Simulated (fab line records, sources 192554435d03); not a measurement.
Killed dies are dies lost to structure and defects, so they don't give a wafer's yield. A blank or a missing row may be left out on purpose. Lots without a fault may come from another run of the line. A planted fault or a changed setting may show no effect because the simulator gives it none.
fab line records | flow n5_finfet
record lots=24 wafers=72 last_day=17
route steps=1938 shown BEOL_M9@1422 BEOL_M10@1474 BEOL_M11@1536
lots that met no fault: from a run of the same line without faults
start_h: hours from the record's first day to the start of the lot's first wafer shown | wait_h: hours since the lot's step before | " the same as in the row above | L1.1+2: a row that stands for several wafers | - no value, or no start given | * or withheld: withheld | < > ~ a bound
route shown NAME@n: a module of which the file shows steps, and the number in the route of the first | usual: mean/standard deviation of fault-free wafers | same: alike in all rows | chamber/n: place in a boat | sites: the reading at each site | _std_site: their standard deviation | _edge_site: outer sites' mean less inner sites' | radius_mm: how far each site lies from the wafer's centre | mask NAME#n: copy n | behind: the tool/chamber that last shaped the wafer | hold: why the lot was held/for how many hours/how that ended | device: the transistor (n, p or np) that didn't switch | end of line: the same wafers' tests at the end of the route | a step without rows: its recipe alone | killed: dies lost to structure and defects at the first sort, not the wafer's yield | map: a wafer's dies, x killed, . not, _ none there
set.NAME: the setting as run; set.NAME@STEP: as run at that earlier step | model.NAME: the simulator's own value behind a step, which no gauge read
steps of the route over a sample of lots; a table a step, a row a wafer
services: from which hour (start_h, from the record's first day; less than 0 if before it) a tool's chamber was out of use, for how many hours, and why
## steps
# step N5_BEOL_M9_HM_OPEN_17
# recipe chemistry=Cl2/BCl3 target_depth_a=200 overetch_a=60 target=TiN mask_material=SOC ion_energy_ev=150 pressure_mtorr=10 icp_w=1000 bias_w=126 Cl2_flow_sccm=53.25 bcl3_flow_sccm=21.75 Ar_flow_sccm=25
# usual bcl3_flow_sccm=21.75/0.076 bias_w=125.9/0.37 drypump_motor_current_A=6.0/0.48 oes_ar_750_au=0.77/0.073 oes_product_au=0.66/0.065 throttle_valve_pct=22.17/0.17
# columns lot.wafer tool chamber start_h wait_h bcl3_flow_sccm bias_w drypump_motor_current_A oes_ar_750_au oes_product_au rf_hours_counter_h throttle_valve_pct
L074.1 rie_metal-01 1 202.99 0.0 21.75 125.7 5.6 0.78 0.69 31 22.12
L074.5 " 0 " " 21.91 126.1 6.1 0.66 0.56 - 22.31
L074.6 " 1 " " 21.64 125.9 5.6 0.78 0.69 - 22.12
L075.1 rie_metal-03 1 216.07 0.0 21.86 125.1 5.3 0.92 0.78 8 22.25
L075.2 " 0 " " 21.71 125.8 6.2 0.76 0.64 44 22.09
L075.4 " 0 " " 21.77 125.5 6.2 0.76 0.65 - 22.08
L076.4 rie_metal-03 0 224.18 0.1 21.73 125.9 6.2 0.75 0.66 - 22.05
L076.5 " 0 " " 21.79 126.6 6.2 0.76 0.65 - 22.07
L076.6 " 1 " " 21.76 125.2 5.3 0.91 0.78 - 22.24
L077.1 rie_metal-01 0 225.74 0.0 21.71 126.4 6.0 0.65 0.55 100 22.33
L077.2 " 1 " " 21.73 126.0 5.5 0.78 0.67 34 22.15
L077.6 " 1 " " 21.63 125.8 5.6 0.78 0.67 - 22.15
L078.1 rie_metal-01 0 225.99 0.0 21.80 125.8 6.1 0.65 0.56 100 22.33
L078.4 " 0 " " 21.76 126.5 6.1 0.65 0.55 - 22.32
L078.6 " 0 " " 21.72 126.1 6.1 0.66 0.55 - 22.32
L079.4 rie_metal-01 1 234.88 0.1 21.88 125.8 5.6 0.78 0.68 - 22.14
L079.5 " 0 " " 21.73 126.3 6.0 0.65 0.55 - 22.32
L079.6 " 1 " " 21.84 126.3 5.6 0.78 0.67 - 22.14
L080.1 rie_metal-03 1 240.26 0.0 21.68 126.6 5.3 0.91 0.77 9 22.26
L080.3 " 1 " " 21.72 126.5 5.3 0.91 0.77 - 22.24
L080.4 " 0 " " 21.81 126.4 6.2 0.75 0.65 - 22.09
L082.2 rie_metal-02 0 251.53 0.0 21.60 126.5 6.6 0.79 0.68 42 22.36
L082.3 " 0 " " 21.73 125.9 6.6 0.79 0.68 - 22.33
L082.6 " 0 " " 21.73 126.1 6.6 0.78 0.68 - 22.33
L081.2 rie_metal-02 0 255.13 0.0 21.70 125.9 6.6 0.79 0.68 42 22.34
L081.4 " 0 " " 21.71 125.8 6.7 0.78 0.67 - 22.34
L081.6 " 1 " " 21.88 125.7 6.5 0.79 0.66 - 21.81
L083.1 rie_metal-03 0 255.27 0.0 21.69 125.6 6.2 0.75 0.65 46 22.08
L083.2 " 1 " " 21.61 126.4 5.3 0.89 0.77 10 22.26
L083.6 " 0 " " 21.82 125.4 6.2 0.75 0.64 - 22.09
L084.1 rie_metal-01 1 259.62 0.0 21.85 125.6 5.6 0.77 0.68 37 22.14
L084.2 " 0 " " 21.78 126.6 6.0 0.65 0.55 103 22.34
L084.4 " 1 " " 21.80 126.0 5.6 0.76 0.68 - 22.12
L085.1 rie_metal-02 1 272.35 0.0 21.69 126.2 6.5 0.79 0.67 48 21.82
L085.2 " 0 " " 21.82 125.9 6.6 0.78 0.66 44 22.36
L085.4 " 0 " " 21.77 126.3 6.6 0.79 0.67 - 22.35
L088.1 rie_metal-03 1 282.43 0.0 21.85 125.8 5.3 0.88 0.75 15 22.25
L088.2 " 0 " " 21.75 125.5 6.2 0.74 0.63 51 22.09
L088.3 " 1 " " 21.85 126.3 5.3 0.87 0.75 - 22.26
L087.3 rie_metal-02 1 282.70 0.1 21.81 126.2 6.5 0.79 0.67 - 21.81
L087.5 " 1 " " 21.67 126.0 6.5 0.79 0.67 - 21.82
L087.6 " 0 " " 21.73 125.6 6.7 0.78 0.68 - 22.34
L086.1 rie_metal-03 1 282.81 0.0 21.72 126.6 5.3 0.88 0.76 15 22.26
L086.3 " 1 " " 21.68 126.3 5.3 0.88 0.75 - 22.29
L086.4 " 0 " " 21.72 125.4 6.2 0.74 0.63 - 22.09
L089.1 rie_metal-03 1 303.29 0.0 21.67 126.1 5.3 0.87 0.75 17 22.26
L089.4 " 1 " " 21.67 125.8 5.3 0.87 0.76 - 22.26
L089.6 " 1 " " 21.70 125.7 5.3 0.87 0.75 - 22.24
L090.1 rie_metal-01 1 307.19 0.0 21.66 125.6 5.6 0.76 0.66 41 22.16
L090.2 " 0 " " 21.82 126.6 6.0 0.65 0.54 107 22.34
L090.5 " 1 " " 21.75 125.6 5.6 0.76 0.66 - 22.16
L091.3 rie_metal-01 0 309.46 0.1 21.78 125.8 6.0 0.64 0.54 - 22.32
L091.4 " 1 " " 21.67 126.4 5.6 0.76 0.66 - 22.14
L091.6 " 1 " " 21.78 126.3 5.6 0.75 0.67 - 22.14
L093.1 rie_metal-01 1 315.09 0.0 21.83 126.0 5.6 0.76 0.66 42 22.14
L093.4 " 0 " " 21.80 125.9 6.1 0.64 0.54 - 22.32
L093.6 " 1 " " 21.79 125.7 5.6 0.75 0.66 - 22.15
L092.1 rie_metal-03 1 321.07 0.0 21.69 125.7 5.3 0.86 0.74 18 22.26
L092.3 " 0 " " 21.77 126.0 6.2 0.73 0.63 - 22.10
L092.6 " 0 " " 21.82 126.4 6.2 0.73 0.62 - 22.10
L094.1 rie_metal-02 1 327.39 0.0 21.75 126.1 6.5 0.78 0.66 53 21.84
L094.2 " 0 " " 21.75 125.4 6.6 0.77 0.67 48 22.36
L094.3 " 1 " " 21.87 125.6 6.5 0.78 0.65 - 21.82
L095.2 rie_metal-03 0 330.21 0.0 21.63 125.8 6.2 0.73 0.63 54 22.10
L095.3 " 0 " " 21.64 126.5 6.2 0.74 0.63 - 22.10
L095.6 " 1 " " 21.83 125.6 5.3 0.86 0.74 - 22.27
L097.3 rie_metal-02 0 340.66 0.1 21.64 126.0 6.6 0.77 0.65 - 22.38
L097.4 " 1 " " 21.85 125.9 6.5 0.78 0.65 - 21.85
L097.6 " 1 " " 21.75 125.5 6.5 0.78 0.65 - 21.85
L096.1 rie_metal-02 1 346.55 0.0 21.84 125.7 6.5 0.78 0.65 54 21.84
L096.3 " 1 " " 21.65 126.3 6.5 0.78 0.65 - 21.86
L096.5 " 0 " " 21.73 126.3 6.6 0.77 0.65 - 22.37
# step N5_BEOL_M9_SURFACE_TREAT_79
# recipe gas=Ar time_s=* ion_energy_ev=* ion_current_ma_cm2=0.5 pressure_mtorr=* ar_flow_sccm=30
# usual ar_flow_sccm=29.99/0.082 throttle_valve_pct=*
# columns lot.wafer tool chamber start_h wait_h ar_flow_sccm throttle_valve_pct
L074.1 pvd_sputter-03 - 207.92 0.2 29.97 *
L074.5 " - " " 29.94 *
L074.6 " - " " 30.05 *
L075.1 pvd_sputter-02 - 220.21 0.2 30.11 *
L075.2 " - " " 29.91 *
L075.4 " - " " 30.01 *
L076.4 pvd_sputter-03 - 228.13 0.2 30.12 *
L076.5 " - " " 29.99 *
L076.6 " - " " 30.08 *
L077.1 pvd_sputter-03 - 228.17 0.2 30.02 *
L077.2 " - " " 29.99 *
L077.6 " - " " 29.85 *
L078.1 pvd_sputter-03 - 228.65 0.2 29.98 *
L078.4 " - " " 30.06 *
L078.6 " - " " 29.94 *
L079.4 pvd_sputter-03 - 237.11 0.2 29.92 *
L079.5 " - " " 29.96 *
L079.6 " - " " 30.08 *
L080.1 pvd_sputter-03 - 244.39 0.2 30.10 *
L080.3 " - " " 30.06 *
L080.4 " - " " 29.88 *
L082.2 pvd_sputter-02 - 255.38 0.2 29.86 *
L082.3 " - " " 29.89 *
L082.6 " - " " 29.91 *
L081.2 pvd_sputter-02 - 259.41 0.2 29.97 *
L081.4 " - " " 29.81 *
L081.6 " - " " 29.98 *
L083.1 pvd_sputter-02 - 259.67 0.2 29.94 *
L083.2 " - " " 29.98 *
L083.6 " - " " 30.08 *
L084.1 pvd_sputter-01 - 262.74 0.2 30.07 *
L084.2 " - " " 30.02 *
L084.4 " - " " 29.99 *
L085.1 pvd_sputter-01 - 277.87 0.2 29.93 *
L085.2 " - " " 29.82 *
L085.4 " - " " 30.08 *
L088.1 pvd_sputter-02 - 285.02 0.2 29.89 *
L088.2 " - " " 29.92 *
L088.3 " - " " 29.90 *
L087.3 pvd_sputter-02 - 287.22 1.9 29.94 *
L087.5 " - " " 29.99 *
L087.6 " - " " 30.04 *
L086.1 pvd_sputter-02 - 287.26 1.7 30.10 *
L086.3 " - " " 29.97 *
L086.4 " - " " 29.95 *
L089.1 pvd_sputter-01 - 306.05 0.2 29.96 *
L089.4 " - " " 30.07 *
L089.6 " - " " 29.81 *
L090.1 pvd_sputter-03 - 309.37 0.2 30.04 *
L090.2 " - " " 29.96 *
L090.5 " - " " 30.06 *
L091.3 pvd_sputter-01 - 313.68 0.2 29.83 *
L091.4 " - " " 29.90 *
L091.6 " - " " 30.03 *
L093.1 pvd_sputter-01 - 318.97 1.4 30.01 *
L093.4 " - " " 30.00 *
L093.6 " - " " 30.15 *
L092.1 pvd_sputter-01 - 325.80 1.7 30.00 *
L092.3 " - " " 29.98 *
L092.6 " - " " 30.18 *
L094.1 pvd_sputter-01 - 330.59 0.2 30.11 *
L094.2 " - " " 30.08 *
L094.3 " - " " 30.10 *
L095.2 pvd_sputter-01 - 335.75 0.2 30.06 *
L095.3 " - " " 29.99 *
L095.6 " - " " 29.91 *
L097.3 pvd_sputter-02 - 343.30 0.2 30.08 *
L097.4 " - " " 30.02 *
L097.6 " - " " 30.10 *
L096.1 pvd_sputter-01 - 350.27 0.3 29.94 *
L096.3 " - " " 29.94 *
L096.5 " - " " 29.98 *
# step N5_BEOL_M10_HM_DEP_02
# recipe material=TiN target_thk_a=200 temp_c=25 chamber_pressure_pa=0.49996
# usual throttle_valve_pct=29.4/0.94
# columns lot.wafer tool chamber start_h wait_h throttle_valve_pct
L074.1 pvd_sputter-01 - 210.33 0.4 28.9
L074.5 " - " " 28.0
L074.6 " - " " 28.7
L075.1 pvd_sputter-01 - 222.11 0.0 32.0
L075.2 " - " " 28.1
L075.4 " - " " 29.4
L077.1 pvd_sputter-01 - 231.47 1.0 31.6
L077.2 " - " " 27.8
L077.6 " - " " 29.5
L076.4 pvd_sputter-01 - 231.71 0.8 27.7
L076.5 " - " " 28.7
L076.6 " - " " 29.5
L078.1 pvd_sputter-01 - 231.99 0.4 31.4
L078.4 " - " " 28.1
L078.6 " - " " 31.6
L079.4 pvd_sputter-03 - 240.35 0.4 29.5
L079.5 " - " " 29.4
L079.6 " - " " 29.0
L080.1 pvd_sputter-03 - 247.40 0.7 29.2
L080.3 " - " " 29.3
L080.4 " - " " 30.1
L082.2 pvd_sputter-03 - 258.71 0.7 30.3
L082.3 " - " " 29.3
L082.6 " - " " 30.0
L081.2 pvd_sputter-01 - 263.00 1.3 29.6
L081.4 " - " " 29.1
L081.6 " - " " 31.6
L083.1 pvd_sputter-03 - 263.01 1.0 28.9
L083.2 " - " " 30.4
L083.6 " - " " 30.2
L084.1 pvd_sputter-02 - 266.25 1.5 29.3
L084.2 " - " " 29.8
L084.4 " - " " 29.6
L085.1 pvd_sputter-03 - 281.65 1.4 29.3
L085.2 " - " " 29.1
L085.4 " - " " 28.9
L088.1 pvd_sputter-03 - 290.36 1.4 29.3
L088.2 " - " " 29.2
L088.3 " - " " 30.3
L087.3 pvd_sputter-03 - 290.46 1.0 29.0
L087.5 " - " " 29.6
L087.6 " - " " 29.0
L086.1 pvd_sputter-03 - 290.76 0.8 28.8
L086.3 " - " " 29.4
L086.4 " - " " 30.4
L089.1 pvd_sputter-03 - 308.66 0.7 29.0
L089.4 " - " " 29.1
L089.6 " - " " 29.2
L090.1 pvd_sputter-01 - 312.04 0.5 31.7
L090.2 " - " " 28.9
L090.5 " - " " 32.1
L091.3 pvd_sputter-02 - 317.42 1.0 29.0
L091.4 " - " " 29.9
L091.6 " - " " 29.6
L093.1 pvd_sputter-01 - 323.32 1.8 28.2
L093.4 " - " " 28.9
L093.6 " - " " 27.7
L092.1 pvd_sputter-02 - 329.45 1.1 29.7
L092.3 " - " " 28.9
L092.6 " - " " 29.1
L094.1 pvd_sputter-01 - 332.87 0.4 28.9
L094.2 " - " " 27.9
L094.3 " - " " 31.5
L095.2 pvd_sputter-02 - 339.20 1.1 28.8
L095.3 " - " " 29.7
L095.6 " - " " 28.9
L097.3 pvd_sputter-03 - 345.87 0.6 29.0
L097.4 " - " " 29.1
L097.6 " - " " 29.1
L096.1 pvd_sputter-02 - 358.11 3.9 29.7
L096.3 " - " " 29.8
L096.5 " - " " 29.0
# step N5_BEOL_M10_HM_OPEN_17
# recipe chemistry=Cl2/BCl3 target_depth_a=200 overetch_a=60 target=TiN mask_material=SOC ion_energy_ev=150 pressure_mtorr=10 icp_w=1000 bias_w=126 Cl2_flow_sccm=53.25 bcl3_flow_sccm=21.75 Ar_flow_sccm=25
# usual bcl3_flow_sccm=21.74/0.065 bias_w=126.0/0.37 drypump_motor_current_A=6.0/0.45 oes_ar_750_au=0.76/0.075 oes_product_au=0.64/0.066 throttle_valve_pct=22.19/0.16
# columns lot.wafer tool chamber start_h wait_h bcl3_flow_sccm bias_w drypump_motor_current_A oes_ar_750_au oes_product_au rf_hours_counter_h throttle_valve_pct
L074.1 rie_metal-02 1 211.27 0.0 21.62 126.1 6.5 0.81 0.68 43 21.81
L074.5 " 0 " " 21.81 126.3 6.7 0.80 0.69 - 22.34
L074.6 " 1 " " 21.65 125.9 6.5 0.80 0.67 - 21.83
L075.1 rie_metal-01 0 222.84 0.0 21.76 125.9 6.1 0.65 0.55 100 22.32
L075.2 " 1 " " 21.71 126.4 5.6 0.78 0.68 34 22.12
L075.4 " 0 " " 21.77 125.8 6.1 0.66 0.56 - 22.33
L077.1 rie_metal-03 0 232.33 0.0 21.74 126.5 6.2 0.75 0.64 45 22.06
L077.2 " 1 " " 21.82 126.2 5.2 0.91 0.78 9 22.25
L077.6 " 1 " " 21.76 126.3 5.2 0.91 0.77 - 22.26
L076.4 rie_metal-03 0 232.60 0.1 21.80 125.9 6.2 0.75 0.65 - 22.06
L076.5 " 1 " " 21.73 126.9 5.2 0.90 0.78 - 22.24
L076.6 " 0 " " 21.80 125.9 6.2 0.76 0.64 - 22.07
L078.1 rie_metal-01 0 232.85 0.0 21.71 126.5 6.0 0.66 0.55 101 22.33
L078.4 " 0 " " 21.87 125.5 6.0 0.65 0.56 - 22.33
L078.6 " 1 " " 21.84 126.4 5.6 0.77 0.68 - 22.13
L079.4 rie_metal-03 0 241.24 0.1 21.76 125.3 6.2 0.76 0.64 - 22.10
L079.5 " 1 " " 21.75 125.8 5.3 0.90 0.78 - 22.26
L079.6 " 0 " " 21.76 126.3 6.2 0.76 0.64 - 22.08
L080.1 rie_metal-01 0 248.62 0.0 21.72 126.6 6.0 0.65 0.55 102 22.33
L080.3 " 0 " " 21.70 126.1 6.0 0.65 0.56 - 22.33
L080.4 " 1 " " 21.76 126.7 5.6 0.79 0.67 - 22.15
L082.2 rie_metal-03 1 259.64 0.0 21.82 125.9 5.3 0.90 0.75 11 22.29
L082.3 " 1 " " 21.80 126.0 5.3 0.90 0.76 - 22.27
L082.6 " 1 " " 21.84 126.0 5.3 0.90 0.75 - 22.26
L081.2 rie_metal-02 0 264.26 0.0 21.73 125.9 6.6 0.78 0.67 43 22.33
L081.4 " 1 " " 21.74 126.3 6.5 0.79 0.66 - 21.85
L081.6 " 0 " " 21.70 126.4 6.6 0.79 0.68 - 22.35
L083.1 rie_metal-01 1 264.28 0.0 21.86 126.0 5.6 0.77 0.66 38 22.14
L083.2 " 0 " " 21.73 125.8 6.0 0.65 0.55 104 22.35
L083.6 " 1 " " 21.71 125.6 5.6 0.76 0.66 - 22.16
L084.1 rie_metal-01 0 267.35 0.0 21.78 125.8 6.0 0.65 0.54 104 22.32
L084.2 " 1 " " 21.73 126.1 5.6 0.77 0.66 38 22.16
L084.4 " 1 " " 21.75 125.5 5.6 0.77 0.66 - 22.16
L085.1 rie_metal-01 0 282.38 0.0 21.65 126.1 6.0 0.65 0.55 105 22.36
L085.2 " 1 " " 21.72 126.1 5.6 0.76 0.66 39 22.15
L085.4 " 0 " " 21.59 125.7 6.1 0.65 0.54 - 22.35
L088.1 rie_metal-03 0 291.22 0.0 21.85 125.8 6.2 0.74 0.63 51 22.10
L088.2 " 1 " " 21.76 125.7 5.3 0.88 0.74 15 22.26
L088.3 " 1 " " 21.83 125.5 5.3 0.87 0.74 - 22.26
L087.3 rie_metal-02 0 291.85 0.1 21.74 125.1 6.6 0.78 0.67 - 22.35
L087.5 " 1 " " 21.82 125.5 6.5 0.78 0.66 - 21.84
L087.6 " 0 " " 21.68 125.9 6.6 0.78 0.67 - 22.34
L086.1 rie_metal-01 1 292.11 0.0 21.65 125.7 5.5 0.76 0.66 40 22.15
L086.3 " 0 " " 21.75 125.9 6.0 0.65 0.54 - 22.36
L086.4 " 1 " " 21.77 126.4 5.6 0.76 0.65 - 22.14
L089.1 rie_metal-01 1 309.90 0.0 21.73 125.2 5.6 0.76 0.66 41 22.14
L089.4 " 1 " " 21.74 125.8 5.6 0.76 0.66 - 22.15
L089.6 " 1 " " 21.76 125.7 5.6 0.76 0.66 - 22.16
L090.1 rie_metal-01 1 313.04 0.0 21.78 126.6 5.6 0.75 0.66 42 22.16
L090.2 " 0 " " 21.73 125.7 6.1 0.65 0.53 108 22.34
L090.5 " 1 " " 21.75 126.5 5.6 0.76 0.66 - 22.15
L091.3 rie_metal-02 1 318.30 0.1 21.72 126.0 6.5 0.78 0.65 - 21.85
L091.4 " 0 " " 21.74 126.0 6.7 0.77 0.66 - 22.37
L091.6 " 0 " " 21.75 126.0 6.6 0.77 0.66 - 22.35
L093.1 rie_metal-02 0 324.34 0.0 21.73 125.7 6.6 0.77 0.65 48 22.37
L093.4 " 0 " " 21.76 125.6 6.6 0.78 0.66 - 22.37
L093.6 " 0 " " 21.83 125.9 6.6 0.77 0.66 - 22.36
L092.1 rie_metal-01 0 330.19 0.0 21.80 126.1 6.1 0.64 0.53 110 22.36
L092.3 " 0 " " 21.83 125.8 6.1 0.63 0.54 - 22.38
L092.6 " 1 " " 21.67 125.3 5.6 0.75 0.65 - 22.16
L094.1 rie_metal-02 0 334.02 0.0 21.75 126.4 6.6 0.77 0.66 49 22.36
L094.2 " 1 " " 21.71 126.3 6.5 0.78 0.66 53 21.85
L094.3 " 0 " " 21.72 126.4 6.6 0.77 0.66 - 22.36
L095.2 rie_metal-01 0 339.93 0.0 21.63 126.0 6.1 0.64 0.54 111 22.38
L095.3 " 0 " " 21.81 125.8 6.1 0.64 0.54 - 22.35
L095.6 " 1 " " 21.73 125.3 5.6 0.74 0.64 - 22.17
L097.3 rie_metal-03 0 346.82 0.1 21.76 126.6 6.2 0.72 0.62 - 22.11
L097.4 " 1 " " 21.79 125.6 5.3 0.86 0.73 - 22.27
L097.6 " 0 " " 21.78 126.3 6.2 0.73 0.63 - 22.10
L096.1 rie_metal-03 1 358.97 0.0 21.75 125.9 5.3 0.85 0.71 22 22.30
L096.3 " 1 " " 21.67 125.9 5.3 0.84 0.72 - 22.28
L096.5 " 1 " " 21.57 125.8 5.3 0.85 0.73 - 22.30
# step N5_BEOL_M10_SURFACE_TREAT_76
# recipe gas=Ar time_s=* ion_energy_ev=* ion_current_ma_cm2=0.5 pressure_mtorr=* ar_flow_sccm=30
# usual ar_flow_sccm=30.02/0.089 throttle_valve_pct=*
# columns lot.wafer tool chamber start_h wait_h ar_flow_sccm throttle_valve_pct
L074.1 pvd_sputter-03 - 214.33 0.2 29.97 *
L074.5 " - " " 29.98 *
L074.6 " - " " 29.98 *
L075.1 pvd_sputter-01 - 228.15 0.2 30.04 *
L075.2 " - " " 30.04 *
L075.4 " - " " 30.28 *
L076.4 pvd_sputter-02 - 235.33 0.3 29.98 *
L076.5 " - " " 30.11 *
L076.6 " - " " 30.08 *
L077.1 pvd_sputter-02 - 235.37 0.3 29.86 *
L077.2 " - " " 29.94 *
L077.6 " - " " 29.96 *
L078.1 pvd_sputter-01 - 235.89 0.2 30.04 *
L078.4 " - " " 30.19 *
L078.6 " - " " 30.13 *
L079.4 pvd_sputter-01 - 244.53 0.2 30.08 *
L079.5 " - " " 30.00 *
L079.6 " - " " 30.02 *
L080.1 pvd_sputter-03 - 253.41 1.8 29.88 *
L080.3 " - " " 30.12 *
L080.4 " - " " 29.90 *
L082.2 pvd_sputter-01 - 263.18 0.2 30.07 *
L082.3 " - " " 30.05 *
L082.6 " - " " 30.03 *
L081.2 pvd_sputter-03 - 267.89 0.3 29.95 *
L081.4 " - " " 30.01 *
L081.6 " - " " 29.92 *
L083.1 pvd_sputter-03 - 268.35 0.2 29.85 *
L083.2 " - " " 30.10 *
L083.6 " - " " 29.97 *
L084.1 pvd_sputter-02 - 270.00 0.3 29.88 *
L084.2 " - " " 29.95 *
L084.4 " - " " 30.00 *
L085.1 pvd_sputter-02 - 284.98 0.4 30.03 *
L085.2 " - " " 30.09 *
L085.4 " - " " 29.97 *
L088.1 pvd_sputter-02 - 294.15 0.2 29.98 *
L088.2 " - " " 30.01 *
L088.3 " - " " 29.96 *
L087.3 pvd_sputter-01 - 294.60 0.2 30.11 *
L087.5 " - " " 29.95 *
L087.6 " - " " 30.06 *
L086.1 pvd_sputter-01 - 294.98 0.3 30.04 *
L086.3 " - " " 30.02 *
L086.4 " - " " 30.16 *
L090.1 pvd_sputter-02 - 315.30 0.2 29.95 *
L090.2 " - " " 30.03 *
L090.5 " - " " 29.97 *
L089.1 pvd_sputter-02 - 316.08 0.4 30.12 *
L089.4 " - " " 30.15 *
L089.6 " - " " 30.07 *
L091.3 pvd_sputter-03 - 321.22 0.2 29.76 *
L091.4 " - " " 29.79 *
L091.6 " - " " 29.99 *
L093.1 pvd_sputter-02 - 327.15 0.2 30.11 *
L093.4 " - " " 30.17 *
L093.6 " - " " 30.06 *
L092.1 pvd_sputter-01 - 333.39 0.2 30.06 *
L092.3 " - " " 30.07 *
L092.6 " - " " 29.88 *
L094.1 pvd_sputter-01 - 337.30 0.5 29.93 *
L094.2 " - " " 29.99 *
L094.3 " - " " 30.08 *
L095.2 pvd_sputter-02 - 342.46 0.2 29.90 *
L095.3 " - " " 29.98 *
L095.6 " - " " 30.17 *
L097.3 pvd_sputter-01 - 350.39 0.3 30.09 *
L097.4 " - " " 29.98 *
L097.6 " - " " 30.10 *
L096.1 pvd_sputter-02 - 361.97 0.2 30.02 *
L096.3 " - " " 29.98 *
L096.5 " - " " 30.10 *
# step N5_BEOL_M11_ILD_DEP_00
# recipe material=SiCOH_lowk target_thk_a=3085.1 temp_c=300 precursor=DEMS/porogen pressure_torr=5 rf_w=500 time_s=58
# usual heater_power_w=314/41 showerhead_plenum_p_Torr=5.745/0.018 throttle_valve_pct=13.8/0.69
# columns lot.wafer tool chamber start_h wait_h heater_power_w showerhead_plenum_p_Torr since_wet_clean_h throttle_valve_pct
L074.1 pecvd-04 2 215.70 0.1 310 5.754 528 13.9
L074.5 " 1 " " 229 5.723 - 14.9
L074.6 " 2 " " 314 5.754 - 13.8
L075.1 pecvd-02 0 229.76 0.0 318 5.757 934 14.2
L075.2 " 2 " " 329 5.739 180 13.1
L075.4 " 2 " " 343 5.719 - 13.0
L076.4 pecvd-01 0 236.62 0.1 313 5.720 - 14.5
L076.5 " 2 " " 314 5.755 - 12.8
L076.6 " 1 " " 320 5.740 - 14.1
L077.1 pecvd-02 0 236.86 0.0 321 5.764 941 14.3
L077.2 " 2 " " 385 5.739 187 13.0
L077.6 " 2 " " 305 5.734 - 12.8
L078.1 pecvd-01 1 237.79 0.0 296 5.749 1485 13.8
L078.4 " 1 " " 306 5.754 - 13.9
L078.6 " 2 " " 319 5.757 - 13.0
L079.4 pecvd-02 1 246.37 0.1 316 5.751 - 13.5
L079.5 " 0 " " 376 5.768 - 13.7
L079.6 " 2 " " 364 5.753 - 12.9
L080.1 pecvd-04 2 254.76 0.0 318 5.744 567 13.9
L080.3 " 1 " " 243 5.715 2046 14.9
L080.4 " 1 " " 243 5.725 - 15.1
L082.2 pecvd-01 0 264.84 0.0 323 5.727 787 14.6
L082.3 " 2 " " 352 5.779 33 12.7
L082.6 " 2 " " 349 5.756 - 12.8
L081.2 pecvd-04 1 269.88 0.0 269 5.709 2061 15.1
L081.4 " 2 " " 274 5.779 - 14.2
L081.6 " 1 " " 275 5.707 - 15.1
L083.1 pecvd-02 2 270.02 0.0 339 5.748 220 12.7
L083.2 " 0 " " 329 5.758 974 14.2
L083.6 " 2 " " 354 5.754 - 12.9
L084.1 pecvd-02 2 271.54 0.0 378 5.736 221 13.1
L084.2 " 1 " " 320 5.737 1700 13.4
L084.4 " 0 " " 355 5.765 - 14.0
L085.1 pecvd-02 0 288.08 0.0 363 5.771 992 13.8
L085.2 " 2 " " 360 5.739 238 12.9
L085.4 " 0 " " 371 5.772 - 14.0
L088.1 pecvd-02 2 296.36 0.0 366 5.756 246 12.9
L088.2 " 0 " " 379 5.768 1000 14.1
L088.3 " 1 " " 313 5.727 1725 13.5
L086.1 pecvd-04 1 296.73 0.0 259 5.727 2088 14.9
L086.3 " 2 " " 290 5.769 609 14.1
L086.4 " 2 " " 285 5.769 - 14.1
L087.3 pecvd-01 2 296.90 0.0 330 5.766 66 12.8
L087.5 " 1 " " 265 5.747 - 13.8
L087.6 " 0 " " 323 5.735 - 14.6
L090.1 pecvd-01 1 316.77 0.0 279 5.737 1564 13.7
L090.2 " 0 " " 309 5.746 839 14.6
L090.5 " 2 " " 371 5.771 - 12.7
L089.1 pecvd-02 1 317.33 0.0 317 5.732 1746 13.1
L089.4 " 0 " " 326 5.769 - 14.2
L089.6 " 2 " " 366 5.734 - 12.7
L091.3 pecvd-02 2 324.36 0.0 381 5.729 274 12.7
L091.4 " 0 " " 322 5.771 - 14.2
L091.6 " 2 " " 309 5.734 - 12.9
L093.1 pecvd-02 0 328.87 0.0 372 5.757 1033 14.1
L093.4 " 0 " " 368 5.765 - 14.1
L093.6 " 1 " " 322 5.735 - 13.4
L092.1 pecvd-02 1 336.24 0.0 313 5.738 1765 13.5
L092.3 " 0 " " 365 5.771 1040 14.0
L092.6 " 2 " " 303 5.716 - 12.8
L094.1 pecvd-04 2 338.71 0.0 286 5.758 651 13.9
L094.2 " 1 " " 299 5.719 2130 14.9
L094.3 " 0 " " 243 5.734 1405 14.1
L095.2 pecvd-04 2 343.68 0.1 308 5.758 656 14.0
L095.3 " 0 " " 257 5.738 1410 13.9
L095.6 " 2 " " 324 5.755 - 14.1
L097.3 pecvd-02 2 353.30 0.0 376 5.744 303 13.0
L097.4 " 2 " " 383 5.738 - 13.1
L097.6 " 1 " " 307 5.750 - 13.6
L096.1 pecvd-04 1 363.67 0.0 254 5.711 2155 14.9
L096.3 " 0 " " 258 5.750 1430 14.1
L096.5 " 1 " " 262 5.721 - 15.1
## services
# columns tool chamber start_h hours kind
pecvd-01 - 187.97 2.8 pm
pecvd-01 2 202.38 - clean
pecvd-01 2 202.38 - consumable_replace:showerhead
pecvd-01 2 202.38 29.0 scheduled_down
pecvd-01 2 202.38 29.0 vent_cycle
pecvd-04 2 218.76 5.5 scheduled_down
pecvd-02 0 274.56 2.1 scheduled_down
pecvd-04 1 284.82 5.5 scheduled_down
rie_metal-03 - 319.20 0.7 repair
pecvd-01 - 335.32 46.5 repair
rie_metal-01 0 350.01 - clean
rie_metal-01 0 350.01 17.0 scheduled_down
rie_metal-01 0 350.01 17.0 vent_cycle
pecvd-02 - 355.41 0.6 repair
pvd_sputter-01 - 363.13 9.5 repair
## key
fault none
